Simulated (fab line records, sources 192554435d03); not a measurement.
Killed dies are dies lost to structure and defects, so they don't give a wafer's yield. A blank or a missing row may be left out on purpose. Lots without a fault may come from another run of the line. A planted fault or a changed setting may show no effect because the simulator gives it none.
Which tool did it? | flow n5_finfet | 12 lots, 36 wafers sampled, at 3 steps of a route of 1938

WHAT THE GAUGES READ, wafer by wafer
N5_SD_EPI_P_EPI_MEAS_23.
lot  | measured    | on            | thk_nm (nm)
L075 | day 3 23:17 | film_metro-01 | 60.1 63.9 60.7
L078 | day 4 10:17 | film_metro-02 | 62.1 62.4 61.1
L079 | day 4 19:09 | film_metro-02 | 60.5 60.2 60.5
L081 | day 5 07:46 | film_metro-02 | 58.3 59.6 60.3
L083 | day 5 21:26 | film_metro-01 | 62.8 63.7 61.9
L085 | day 6 15:27 | film_metro-01 | 61.6 59.7 60.8
L087 | day 6 21:17 | film_metro-01 | 61.9 61.0 63.4
L089 | day 7 09:13 | film_metro-02 | 61.1 62.3 61.7
L092 | day 7 20:35 | film_metro-01 | 61.2 60.5 60.2
L093 | day 8 08:40 | film_metro-02 | 62.7 61.6 60.7
L095 | day 8 16:05 | film_metro-02 | 61.3 59.5 60.3
L097 | day 9 07:46 | film_metro-01 | 60.8 61.7 61.1

WHICH TOOL RAN EACH LOT (tool, then ch and the chambers of the sampled wafers, then the start)
lot  | N5_SD_EPI_P_ETCHBACK_46           | N5_SD_EPI_P_ETCH_16
L075 | rie_diel-02 ch 0,1,2, day 3 19:19 | rie_diel-02 ch 0,1,2, day 3 19:31
L078 | rie_diel-02 ch 0,2, day 4 07:08   | rie_diel-02 ch 0,2, day 4 07:20
L079 | rie_diel-02 ch 0,3, day 4 16:01   | rie_diel-02 ch 0,3, day 4 16:13
L081 | rie_diel-02 ch 0,2,3, day 5 04:38 | rie_diel-02 ch 0,2,3, day 5 04:50
L083 | rie_diel-02 ch 1,2,3, day 5 17:28 | rie_diel-02 ch 1,2,3, day 5 17:40
L085 | rie_diel-05 ch 1,2,3, day 6 10:22 | rie_diel-05 ch 1,2,3, day 6 10:34
L087 | rie_diel-04 ch 1,2, day 6 17:19   | rie_diel-04 ch 1,2, day 6 17:31
L089 | rie_diel-04 ch 0,1,3, day 7 05:04 | rie_diel-04 ch 0,1,3, day 7 05:16
L092 | rie_diel-02 ch 0,1, day 7 16:37   | rie_diel-02 ch 0,1, day 7 16:49
L093 | rie_diel-05 ch 1,2,3, day 8 03:31 | rie_diel-05 ch 1,2,3, day 8 03:43
L095 | rie_diel-04 ch 0,2,3, day 8 12:57 | rie_diel-04 ch 0,2,3, day 8 13:09
L097 | rie_diel-02 ch 0,2, day 9 03:51   | rie_diel-02 ch 0,2, day 9 04:03
- N5_SD_EPI_P_ETCHBACK_46: etches SiNx in CH3F/O2, stops on SiO2, target depth 17.5 nm.
- N5_SD_EPI_P_ETCH_16: etches SiO2 in CHF3/O2, target depth 5 nm.

THE ANSWER, worked out from the rows above alone
Rule: what is usual is taken from the lots themselves. Put in order of their means at a reading, lots are off if they are a third of the lots or fewer, leave a main group of 4 or more, and stand apart from it by a gap of 3 or more times the standard deviation of the main group's means; of several such gaps the widest counts. A main group whose means are all the same, to the digits that the tables above print for the reading, isn't used. A lot without any number at a reading at which 4 lots or more have one is off too. The other lots that the step has rows for count as sound.
No lot is off at any reading shown: from this, nothing can be told.

WHAT THE SIMULATOR HAD PUT IN
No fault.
